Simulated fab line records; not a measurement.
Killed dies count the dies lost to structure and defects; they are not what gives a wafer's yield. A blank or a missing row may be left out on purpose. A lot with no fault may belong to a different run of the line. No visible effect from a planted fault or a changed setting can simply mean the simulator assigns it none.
fab line records ; flow n5-finfet ; part 1 of 2: steps 1 to 28 of 36
[record] lots = 5; wafers = 15; last-day = 17
route steps=1938 shown MIM_TOP@1837 MIM_TOP_LITHO@1839 MIM_TOP_ETCH@1851 MIM_BOT_LITHO@1854 MIM_BOT_ETCH@1866
lots that met no fault: from a run of the same line without faults
start-h: the number of hours between the record's first day and the start of the first shown wafer of the lot ; wait-h: how many hours have passed since the lot's step before this one ; " as in the row above ; L1.1+2: several wafers, shown together as one row ; - value missing, or start not given ; * or withheld: withheld ; < > ~ a bound
route shown NAME@n: NAME is a module with steps in the file, n the number in the route of the first one ; usual: mean/standard deviation of fault-free wafers ; same: alike in all rows ; chamber/n: place in a boat ; sites: each site's reading ; _std_site: standard deviation across them ; _edge_site: the outer-site mean with the inner-site mean subtracted ; radius-mm: for every site, how far away it sits from the centre of the wafer ; mask NAME#n: copy n ; behind: the tool/chamber that last shaped the wafer ; hold: why the lot went on hold/how many hours it stayed there/how the hold came to an end ; device: names the non-switching transistor (n, p or np) ; end of line: tests run on the same wafers once the route is complete ; a step without rows: its recipe alone ; killed: not the wafer's yield, but the dies lost to structure and defects at the first sort ; map: the dies of a wafer, with x for killed, . for not killed, _ for no die there
set.NAME: the setting as run; set.NAME@STEP: as run at that earlier step ; model.NAME: the simulator's own value behind a step, which no gauge read
lots at some steps of the route; a table a step, a row a wafer
services: the hour from which a tool's chamber was out of use, counted from the record's first day as start-h (under 0 if before that day), plus the number of hours and why
[[steps]]
[step N5_MIM_TOP_DEGAS_04]
[recipe] ambient = vacuum; temp-c = 300; time-s = 60
[usual] heater-power-w = 467/57
lot.wafer;tool;chamber;start-h;wait-h;heater-power-w
L076.2;pvd-sputter-03;-;278.45;-;530
L076.3;pvd-sputter-03;-;278.45;-;554
L076.5;pvd-sputter-03;-;278.45;-;509
L079.1;pvd-sputter-03;-;309.63;-;468
L079.3;pvd-sputter-03;-;309.63;-;565
L079.5;pvd-sputter-03;-;309.63;-;525
L090.1;pvd-sputter-03;-;368.20;-;573
L090.4;pvd-sputter-03;-;368.20;-;458
L090.5;pvd-sputter-03;-;368.20;-;464
L088.2;pvd-sputter-03;-;368.52;-;566
L088.3;pvd-sputter-03;-;368.52;-;512
L088.6;pvd-sputter-03;-;368.52;-;474
L097.4;pvd-sputter-01;-;400.29;-;413
L097.5;pvd-sputter-01;-;400.29;-;387
L097.6;pvd-sputter-01;-;400.29;-;414
[step N5_MIM_TOP_SPUTTER_03]
[recipe] material = TiN; target-thk-a = 350; temp-c = 200; power-w = 3000; chamber-pressure-pa = 0.49996; gas = Ar; reactive-partial-pa = 0.37997; time-s = 89.7
[usual] throttle-valve-pct = 30.4/0.58
lot.wafer;tool;chamber;start-h;wait-h;throttle-valve-pct
L076.2;pvd-sputter-03;-;278.49;0.0;30.7
L076.3;pvd-sputter-03;-;278.49;0.0;29.7
L076.5;pvd-sputter-03;-;278.49;0.0;30.6
L079.1;pvd-sputter-03;-;309.67;0.0;30.5
L079.3;pvd-sputter-03;-;309.67;0.0;29.4
L079.5;pvd-sputter-03;-;309.67;0.0;30.6
L090.1;pvd-sputter-03;-;368.24;0.0;29.4
L090.4;pvd-sputter-03;-;368.24;0.0;30.9
L090.5;pvd-sputter-03;-;368.24;0.0;30.6
L088.2;pvd-sputter-03;-;368.56;0.0;29.5
L088.3;pvd-sputter-03;-;368.56;0.0;30.6
L088.6;pvd-sputter-03;-;368.56;0.0;30.7
L097.4;pvd-sputter-01;-;400.33;0.0;30.2
L097.5;pvd-sputter-01;-;400.33;0.0;30.8
L097.6;pvd-sputter-01;-;400.33;0.0;30.3
[step N5_MIM_TOP_LITHO_HMDS_01]
[recipe] time-s = 60; temp-c = 120
lot.wafer;tool;chamber;start-h;wait-h
L076.2+3+5;litho-track-03;0;278.59;0.1
L079.1+3+5;litho-track-01;0;309.78;0.1
L090.1+4+5;litho-track-02;0;368.35;0.1
L088.2+3+6;litho-track-02;0;368.67;0.1
L097.4+5+6;litho-track-01;0;400.45;0.1
[step N5_MIM_TOP_LITHO_COAT_02]
[recipe] spin-rpm = *; resist-thk-nm = *
[usual] spin-speed-rpm = *
lot.wafer;tool;chamber;start-h;wait-h;spin-speed-rpm
L076.2;litho-track-03;0;-;-;*
L076.3;litho-track-03;0;-;-;*
L076.5;litho-track-03;0;-;-;*
L079.1;litho-track-01;0;-;-;*
L079.3;litho-track-01;0;-;-;*
L079.5;litho-track-01;0;-;-;*
L090.1;litho-track-02;0;-;-;*
L090.4;litho-track-02;0;-;-;*
L090.5;litho-track-02;0;-;-;*
L088.2;litho-track-02;0;-;-;*
L088.3;litho-track-02;0;-;-;*
L088.6;litho-track-02;0;-;-;*
L097.4;litho-track-01;0;-;-;*
L097.5;litho-track-01;0;-;-;*
L097.6;litho-track-01;0;-;-;*
[step N5_MIM_TOP_LITHO_EBR_04]
[recipe] solvent = PGMEA; ebr-width-mm = 1.5
lot.wafer;tool;chamber;start-h;wait-h
L076.2+3+5;litho-track-03;0;-;-
L079.1+3+5;litho-track-01;0;-;-
L090.1+4+5;litho-track-02;0;-;-
L088.2+3+6;litho-track-02;0;-;-
L097.4+5+6;litho-track-01;0;-;-
[step N5_MIM_TOP_LITHO_SOFTBAKE_03]
[recipe] temp-c = 100; time-s = 90
lot.wafer;tool;chamber;start-h;wait-h
L076.2+3+5;litho-track-03;0;-;-
L079.1+3+5;litho-track-01;0;-;-
L090.1+4+5;litho-track-02;0;-;-
L088.2+3+6;litho-track-02;0;-;-
L097.4+5+6;litho-track-01;0;-;-
[step N5_MIM_TOP_LITHO_EXPOSE_05]
[recipe] mask-id = MIM_TOP; na = 0.55; source-shape = conventional; sigma-outer = 0.8; polarization = unpolarized; target-cd-nm = 2000; dose-mj = 20.5
lot.wafer;tool;chamber;start-h;wait-h;mask
L076.2+3+5;krf-scanner-01;0;278.83;-;MIM_TOP#0
L079.1+3+5;krf-scanner-01;0;309.89;-;MIM_TOP#0
L090.1+4+5;krf-scanner-01;0;368.58;-;MIM_TOP#0
L088.2+3+6;krf-scanner-02;0;368.91;-;MIM_TOP#0
L097.4+5+6;krf-scanner-02;0;400.58;-;MIM_TOP#0
[step N5_MIM_TOP_LITHO_PEB_06]
[recipe] peb-temp-c = withheld; peb-time-s = *
lot.wafer;tool;chamber;start-h;wait-h
L076.2+3+5;litho-track-03;0;278.88;0.0
L079.1+3+5;litho-track-02;0;309.94;0.1
L090.1+4+5;litho-track-03;0;368.64;0.1
L088.2+3+6;litho-track-01;0;368.96;0.0
L097.4+5+6;litho-track-02;0;400.62;0.0
[step N5_MIM_TOP_LITHO_DEVELOP_07]
[recipe] develop-time-s = 60; rinse-liquid = diw; dry = air-spin; dev-temp-c = 21
lot.wafer;tool;chamber;start-h;wait-h
L076.2+3+5;litho-track-03;0;-;-
L079.1+3+5;litho-track-02;0;-;-
L090.1+4+5;litho-track-03;0;-;-
L088.2+3+6;litho-track-01;0;-;-
L097.4+5+6;litho-track-02;0;-;-
[step N5_MIM_TOP_LITHO_HARDBAKE_09]
[recipe] temp-c = 130; time-s = 120
lot.wafer;tool;chamber;start-h;wait-h
L076.2+3+5;litho-track-03;0;-;-
L079.1+3+5;litho-track-02;0;-;-
L090.1+4+5;litho-track-03;0;-;-
L088.2+3+6;litho-track-01;0;-;-
L097.4+5+6;litho-track-02;0;-;-
[step N5_MIM_TOP_LITHO_CD_MEAS_08]
[recipe] target-cd-nm = 2000; landing-energy-ev = 500; detector = se-inlens
[usual] cd-nm = 2000/3.4
lot.wafer;tool;chamber;start-h;wait-h;cd-nm
L076.2;cd-sem-01;0;279.00;-;2004
L076.3;cd-sem-01;0;279.00;-;2003
L076.5;cd-sem-01;0;279.00;-;2001
L079.1;cd-sem-03;0;310.06;-;1993
L079.3;cd-sem-03;0;310.06;-;1998
L079.5;cd-sem-03;0;310.06;-;1997
L090.1;cd-sem-01;0;368.76;-;2003
L090.4;cd-sem-01;0;368.76;-;2003
L090.5;cd-sem-01;0;368.76;-;2000
L088.2;cd-sem-01;0;369.08;-;1995
L088.3;cd-sem-01;0;369.08;-;2000
L088.6;cd-sem-01;0;369.08;-;1999
L097.4;cd-sem-03;0;400.74;-;1996
L097.5;cd-sem-03;0;400.74;-;1991
L097.6;cd-sem-03;0;400.74;-;1999
[step N5_MIM_TOP_LITHO_OVL_MEAS_11]
[recipe] points-per-wafer = 44
[usual] MIM_TOP_OVL = 5/6.9
lot.wafer;tool;chamber;start-h;wait-h;MIM_TOP_OVL[nm]
L076.2;overlay-02;0;279.03;0.0;0
L076.3;overlay-02;0;279.03;0.0;-1
L076.5;overlay-02;0;279.03;0.0;0
L079.1;overlay-01;0;310.09;0.0;17
L079.3;overlay-01;0;310.09;0.0;20
L079.5;overlay-01;0;310.09;0.0;17
L090.1;overlay-02;0;368.79;0.0;4
L090.4;overlay-02;0;368.79;0.0;10
L090.5;overlay-02;0;368.79;0.0;11
L088.2;overlay-01;0;369.11;0.0;-5
L088.3;overlay-01;0;369.11;0.0;5
L088.6;overlay-01;0;369.11;0.0;6
L097.4;overlay-02;0;400.77;0.0;7
L097.5;overlay-02;0;400.77;0.0;5
L097.6;overlay-02;0;400.77;0.0;10
[step N5_MIM_TOP_LITHO_INSPECT_12]
[recipe] mode = adi; inspect-instrument = macro
[usual] raw-defect-count = 2.2/1.4
lot.wafer;tool;chamber;start-h;wait-h;raw-defect-count
L076.2;defect-inspect-02;-;279.06;0.0;1
L076.3;defect-inspect-02;-;279.06;0.0;3
L076.5;defect-inspect-02;-;279.06;0.0;3
L079.1;defect-inspect-01;-;310.12;0.0;2
L079.3;defect-inspect-01;-;310.12;0.0;2
L079.5;defect-inspect-01;-;310.12;0.0;0
L090.1;defect-inspect-01;-;368.81;0.0;4
L090.4;defect-inspect-01;-;368.81;0.0;3
L090.5;defect-inspect-01;-;368.81;0.0;3
L088.2;defect-inspect-02;-;369.13;0.0;2
L088.3;defect-inspect-02;-;369.13;0.0;5
L088.6;defect-inspect-02;-;369.13;0.0;2
L097.4;defect-inspect-01;-;400.79;0.0;3
L097.5;defect-inspect-01;-;400.79;0.0;0
L097.6;defect-inspect-01;-;400.79;0.0;3
[step N5_MIM_TOP_LITHO_DESCUM_10]
[recipe] chemistry = O2; time-s = 7.9; source-power-w = 50; bias-power-w = 20; pressure-mtorr = 20; rf-frequency-hz = 2.712e+07; temp-c = 40; o2-flow-sccm = 225
[usual] drypump-motor-current-A = 5.6/0.41; o2-flow-sccm = 224.9/0.67; oes-product-au = 0.82/0.081; rf-vpp-V = 242.6/1.2; showerhead-plenum-p-Torr = 2.05/0.061; throttle-valve-pct = 20.27/0.2
lot.wafer;tool;chamber;start-h;wait-h;drypump-motor-current-A;o2-flow-sccm;oes-product-au;rf-hours-counter-h;rf-vpp-V;showerhead-plenum-p-Torr;throttle-valve-pct
L076.2;rie-diel-04;1;279.18;0.1;5.4;225.1;0.84;69;242.4;2.04;20.43
L076.3;rie-diel-04;2;279.18;0.1;5.5;224.5;0.79;99;240.2;2.03;20.21
L076.5;rie-diel-04;1;279.18;0.1;5.4;225.4;0.84;-;243.1;2.04;20.42
L079.1;rie-diel-03;1;310.15;0.0;5.1;225.5;0.82;58;242.9;2.12;20.34
L079.3;rie-diel-03;0;310.15;0.0;6.4;226.1;0.68;234;243.3;2.05;20.53
L079.5;rie-diel-03;0;310.15;0.0;6.4;224.7;0.68;-;241.3;2.05;20.54
L090.1;rie-diel-04;3;368.91;0.1;4.9;225.4;0.72;223;239.0;1.96;20.40
L090.4;rie-diel-04;3;368.91;0.1;4.9;224.9;0.71;-;242.0;1.96;20.39
L090.5;rie-diel-04;0;368.91;0.1;6.1;224.6;0.91;-;242.2;2.02;20.09
L088.2;rie-diel-01;0;369.64;0.5;5.8;225.5;0.89;24;246.1;2.22;20.17
L088.3;rie-diel-01;2;369.64;0.5;5.9;224.6;0.83;78;241.6;2.03;20.24
L088.6;rie-diel-01;0;369.64;0.5;5.7;225.5;0.90;-;245.1;2.22;20.16
L097.4;rie-diel-03;1;402.28;1.5;5.1;224.1;0.78;83;241.7;2.11;20.38
L097.5;rie-diel-03;0;402.28;1.5;6.4;225.5;0.95;-;242.7;2.04;20.28
L097.6;rie-diel-03;3;402.28;1.5;5.4;225.0;0.86;-;241.0;2.05;20.56
[step N5_MIM_TOP_ETCH_ETCH_00]
[recipe] chemistry = Cl2/BCl3; target = TiN; target-depth-a = 385; ion-energy-ev = 150; pressure-mtorr = 10; icp-w = 1000; bias-w = 126; Cl2_flow_sccm = 53.25; bcl3-flow-sccm = 21.75; Ar_flow_sccm = 25
[usual] drypump-motor-current-A = 5.8/0.45; he-backside-leak-sccm = 3.3/0.34; oes-product-au = 0.82/0.063; throttle-valve-pct = 22.30/0.21
lot.wafer;tool;chamber;start-h;wait-h;drypump-motor-current-A;he-backside-leak-sccm;oes-product-au;rf-hours-counter-h;throttle-valve-pct
L076.2;rie-metal-03;0;279.27;0.1;6.2;3.0;0.98;3;22.27
L076.3;rie-metal-03;1;279.27;0.1;6.2;3.4;0.89;-;22.58
L076.5;rie-metal-03;0;279.27;0.1;6.2;2.7;0.96;-;22.28
L079.1;rie-metal-01;1;310.24;0.1;5.3;3.5;0.77;50;22.55
L079.3;rie-metal-01;0;310.24;0.1;5.8;3.3;0.82;-;22.08
L079.5;rie-metal-01;0;310.24;0.1;5.8;3.2;0.81;-;22.09
L090.1;rie-metal-03;1;369.01;0.1;6.2;3.5;0.86;16;22.60
L090.4;rie-metal-03;1;369.01;0.1;6.2;3.4;0.85;-;22.59
L090.5;rie-metal-03;0;369.01;0.1;6.2;3.1;0.91;-;22.29
L088.2;rie-metal-03;1;369.72;0.1;6.2;3.3;0.85;16;22.58
L088.3;rie-metal-03;0;369.72;0.1;6.2;2.9;0.90;-;22.28
L088.6;rie-metal-03;1;369.72;0.1;6.2;3.3;0.86;-;22.57
L097.4;rie-metal-01;1;402.40;0.1;5.3;3.5;0.75;-;22.58
L097.5;rie-metal-01;1;402.40;0.1;5.3;5.3;0.74;-;22.57
L097.6;rie-metal-01;0;402.40;0.1;5.8;3.4;0.79;-;22.09
[step N5_MIM_TOP_ETCH_STRIP_01]
[recipe] chemistry = O2; power-w = 600; temp-c = 60; pressure-mtorr = 30; rf-frequency-hz = 6e+07; bias-power-w = 0; overash-fraction = 0.5; o2-flow-sccm = 225
[usual] drypump-motor-current-A = 5.9/0.35; o2-flow-sccm = 224.9/0.71; oes-product-au = 0.80/0.092; rf-vpp-V = 3.7/1.3; showerhead-plenum-p-Torr = 2.10/0.1; throttle-valve-pct = 16.66/0.29
lot.wafer;tool;chamber;start-h;wait-h;drypump-motor-current-A;o2-flow-sccm;oes-product-au;rf-hours-counter-h;rf-vpp-V;showerhead-plenum-p-Torr;throttle-valve-pct
L076.2;rie-diel-06;1;279.41;0.1;5.8;225.9;0.71;248;4.3;1.98;17.03
L076.3;rie-diel-06;2;279.41;0.1;5.6;224.2;0.73;178;2.6;2.16;16.48
L076.5;rie-diel-06;0;279.41;0.1;6.3;224.8;0.84;-;3.0;2.13;16.80
L079.1;rie-diel-05;0;310.52;0.2;5.5;225.3;0.82;91;4.3;2.04;16.34
L079.3;rie-diel-05;3;310.52;0.2;5.9;224.4;0.75;190;4.1;2.15;16.94
L079.5;rie-diel-05;1;310.52;0.2;5.5;224.6;0.69;-;3.5;2.02;17.45
L090.1;rie-diel-05;3;369.15;0.1;5.9;225.2;0.72;210;1.6;2.14;16.96
L090.4;rie-diel-05;1;369.15;0.1;5.4;225.6;0.97;-;2.8;2.28;16.95
L090.5;rie-diel-05;3;369.15;0.1;5.9;225.2;0.74;-;3.7;2.14;16.96
L088.2;rie-diel-02;3;369.98;0.2;6.2;225.0;0.79;136;4.0;1.99;16.41
L088.3;rie-diel-02;2;369.98;0.2;5.6;224.7;0.81;100;3.5;2.18;16.63
L088.6;rie-diel-02;1;369.98;0.2;6.0;225.3;0.98;-;3.4;2.26;16.57
L097.4;rie-diel-06;2;402.50;0.1;5.6;224.6;0.71;216;2.7;2.15;16.52
L097.5;rie-diel-06;1;402.50;0.1;5.7;225.2;0.92;-;5.1;2.23;16.57
L097.6;rie-diel-06;0;402.50;0.1;6.3;224.4;0.80;-;3.2;2.12;16.85
[step N5_MIM_TOP_ETCH_PECVD_03]
[recipe] material = SiNx; target-thk-a = 200; temp-c = 400; precursor = SiH4/NH3/N2; pressure-torr = 1.5; rf-w = 300; time-s = 17.6
[usual] heater-power-w = 738/97; showerhead-plenum-p-Torr = 5.12/0.081; throttle-valve-pct = 38.8/1.8
lot.wafer;tool;chamber;start-h;wait-h;heater-power-w;showerhead-plenum-p-Torr;throttle-valve-pct
L076.2;pecvd-02;2;279.47;-;663;4.95;38.4
L076.3;pecvd-02;1;279.47;-;700;5.12;39.4
L076.5;pecvd-02;0;279.47;-;757;5.14;42.9
L079.1;pecvd-01;2;310.58;-;844;5.06;37.6
L079.3;pecvd-01;1;310.58;-;791;5.03;40.3
L079.5;pecvd-01;0;310.58;-;759;5.10;39.6
L090.1;pecvd-02;1;369.21;-;759;5.12;39.3
L090.4;pecvd-02;0;369.21;-;828;5.15;42.5
L090.5;pecvd-02;2;369.21;-;719;4.95;38.3
L088.2;pecvd-03;2;370.04;-;695;5.15;37.7
L088.3;pecvd-03;2;370.04;-;712;5.14;37.8
L088.6;pecvd-03;1;370.04;-;636;5.17;36.1
L097.4;pecvd-03;0;402.59;-;731;5.25;39.3
L097.5;pecvd-03;1;402.59;-;613;5.16;36.3
L097.6;pecvd-03;2;402.59;-;680;5.16;37.9
[step N5_MIM_BOT_LITHO_HMDS_01]
[recipe] time-s = 60; temp-c = 120
lot.wafer;tool;chamber;start-h;wait-h
L076.2+3+5;litho-track-03;0;279.55;0.0
L079.1+3+5;litho-track-03;0;310.65;0.0
L090.1+4+5;litho-track-03;0;369.29;0.0
L088.2+3+6;litho-track-03;0;370.13;0.1
L097.4+5+6;litho-track-04;0;402.64;0.0
[step N5_MIM_BOT_LITHO_COAT_02]
[recipe] spin-rpm = *; resist-thk-nm = *
[usual] spin-speed-rpm = *
lot.wafer;tool;chamber;start-h;wait-h;spin-speed-rpm
L076.2;litho-track-03;0;-;-;*
L076.3;litho-track-03;0;-;-;*
L076.5;litho-track-03;0;-;-;*
L079.1;litho-track-03;0;-;-;*
L079.3;litho-track-03;0;-;-;*
L079.5;litho-track-03;0;-;-;*
L090.1;litho-track-03;0;-;-;*
L090.4;litho-track-03;0;-;-;*
L090.5;litho-track-03;0;-;-;*
L088.2;litho-track-03;0;-;-;*
L088.3;litho-track-03;0;-;-;*
L088.6;litho-track-03;0;-;-;*
L097.4;litho-track-04;0;-;-;*
L097.5;litho-track-04;0;-;-;*
L097.6;litho-track-04;0;-;-;*
[step N5_MIM_BOT_LITHO_EBR_04]
[recipe] solvent = PGMEA; ebr-width-mm = 1.5
lot.wafer;tool;chamber;start-h;wait-h
L076.2+3+5;litho-track-03;0;-;-
L079.1+3+5;litho-track-03;0;-;-
L090.1+4+5;litho-track-03;0;-;-
L088.2+3+6;litho-track-03;0;-;-
L097.4+5+6;litho-track-04;0;-;-
[step N5_MIM_BOT_LITHO_SOFTBAKE_03]
[recipe] temp-c = 100; time-s = 90
lot.wafer;tool;chamber;start-h;wait-h
L076.2+3+5;litho-track-03;0;-;-
L079.1+3+5;litho-track-03;0;-;-
L090.1+4+5;litho-track-03;0;-;-
L088.2+3+6;litho-track-03;0;-;-
L097.4+5+6;litho-track-04;0;-;-
[step N5_MIM_BOT_LITHO_EXPOSE_05]
[recipe] mask-id = MIM_BOT; na = 0.55; source-shape = conventional; sigma-outer = 0.8; polarization = unpolarized; dose-mj = 24.25
lot.wafer;tool;chamber;start-h;wait-h;mask
L076.2+3+5;krf-scanner-01;0;279.78;-;MIM_BOT#0
L079.1+3+5;krf-scanner-01;0;310.76;-;MIM_BOT#0
L090.1+4+5;krf-scanner-01;0;369.52;-;MIM_BOT#0
L088.2+3+6;krf-scanner-01;0;370.25;-;MIM_BOT#0
L097.4+5+6;krf-scanner-01;0;402.89;-;MIM_BOT#0
[step N5_MIM_BOT_LITHO_PEB_06]
[recipe] peb-temp-c = withheld; peb-time-s = *
lot.wafer;tool;chamber;start-h;wait-h
L076.2+3+5;litho-track-04;0;279.84;0.0
L079.1+3+5;litho-track-05;0;310.82;0.1
L090.1+4+5;litho-track-05;0;369.57;0.1
L088.2+3+6;litho-track-04;0;370.30;0.0
L097.4+5+6;litho-track-05;0;402.93;0.0
[step N5_MIM_BOT_LITHO_DEVELOP_07]
[recipe] develop-time-s = 60; rinse-liquid = diw; dry = air-spin; dev-temp-c = 21
lot.wafer;tool;chamber;start-h;wait-h
L076.2+3+5;litho-track-04;0;-;-
L079.1+3+5;litho-track-05;0;-;-
L090.1+4+5;litho-track-05;0;-;-
L088.2+3+6;litho-track-04;0;-;-
L097.4+5+6;litho-track-05;0;-;-
[step N5_MIM_BOT_LITHO_HARDBAKE_09]
[recipe] temp-c = 130; time-s = 120
lot.wafer;tool;chamber;start-h;wait-h
L076.2+3+5;litho-track-04;0;-;-
L079.1+3+5;litho-track-05;0;-;-
L090.1+4+5;litho-track-05;0;-;-
L088.2+3+6;litho-track-04;0;-;-
L097.4+5+6;litho-track-05;0;-;-
[step N5_MIM_BOT_LITHO_CD_MEAS_08]
[recipe] target-cd-nm = 3000; landing-energy-ev = 500; detector = se-inlens; polarity = opening
[usual] cd-nm = 2999.7/1.8
lot.wafer;tool;chamber;start-h;wait-h;cd-nm
L076.2;cd-sem-03;0;279.96;-;2998.4
L076.3;cd-sem-03;0;279.96;-;2998.5
L076.5;cd-sem-03;0;279.96;-;3000.0
L079.1;cd-sem-03;0;310.94;-;2997.1
L079.3;cd-sem-03;0;310.94;-;2999.0
L079.5;cd-sem-03;0;310.94;-;3000.5
L090.1;cd-sem-01;0;369.69;-;2997.5
L090.4;cd-sem-01;0;369.69;-;2999.4
L090.5;cd-sem-01;0;369.69;-;2995.8
L088.2;cd-sem-03;0;370.42;-;2998.6
L088.3;cd-sem-03;0;370.42;-;2999.8
L088.6;cd-sem-03;0;370.42;-;2996.9
L097.4;cd-sem-01;0;403.05;-;2999.8
L097.5;cd-sem-01;0;403.05;-;2998.4
L097.6;cd-sem-01;0;403.05;-;3001.3
[step N5_MIM_BOT_LITHO_OVL_MEAS_11]
[recipe] points-per-wafer = 44
[usual] MIM_BOT_OVL = 1/5
lot.wafer;tool;chamber;start-h;wait-h;MIM_BOT_OVL[nm]
L076.2;overlay-02;0;279.99;0.0;8
L076.3;overlay-02;0;279.99;0.0;-4
L076.5;overlay-02;0;279.99;0.0;0
L079.1;overlay-02;0;310.97;0.0;16
L079.3;overlay-02;0;310.97;0.0;1
L079.5;overlay-02;0;310.97;0.0;8
L090.1;overlay-01;0;369.72;0.0;2
L090.4;overlay-01;0;369.72;0.0;-3
L090.5;overlay-01;0;369.72;0.0;1
L088.2;overlay-01;0;370.45;0.0;-4
L088.3;overlay-01;0;370.45;0.0;2
L088.6;overlay-01;0;370.45;0.0;-14
L097.4;overlay-02;0;403.08;0.0;2
L097.5;overlay-02;0;403.08;0.0;-6
L097.6;overlay-02;0;403.08;0.0;0
[step N5_MIM_BOT_LITHO_INSPECT_12]
[recipe] mode = adi; inspect-instrument = macro
[usual] raw-defect-count = 2.1/1.3
lot.wafer;tool;chamber;start-h;wait-h;raw-defect-count
L076.2;defect-inspect-02;-;280.01;0.0;2
L076.3;defect-inspect-02;-;280.01;0.0;4
L076.5;defect-inspect-02;-;280.01;0.0;1
L079.1;defect-inspect-02;-;310.99;0.0;1
L079.3;defect-inspect-02;-;310.99;0.0;3
L079.5;defect-inspect-02;-;310.99;0.0;2
L090.1;defect-inspect-02;-;369.75;0.0;3
L090.4;defect-inspect-02;-;369.75;0.0;2
L090.5;defect-inspect-02;-;369.75;0.0;1
L088.2;defect-inspect-01;-;370.47;0.0;2
L088.3;defect-inspect-01;-;370.47;0.0;3
L088.6;defect-inspect-01;-;370.47;0.0;3
L097.4;defect-inspect-02;-;403.10;0.0;0
L097.5;defect-inspect-02;-;403.10;0.0;2
L097.6;defect-inspect-02;-;403.10;0.0;0
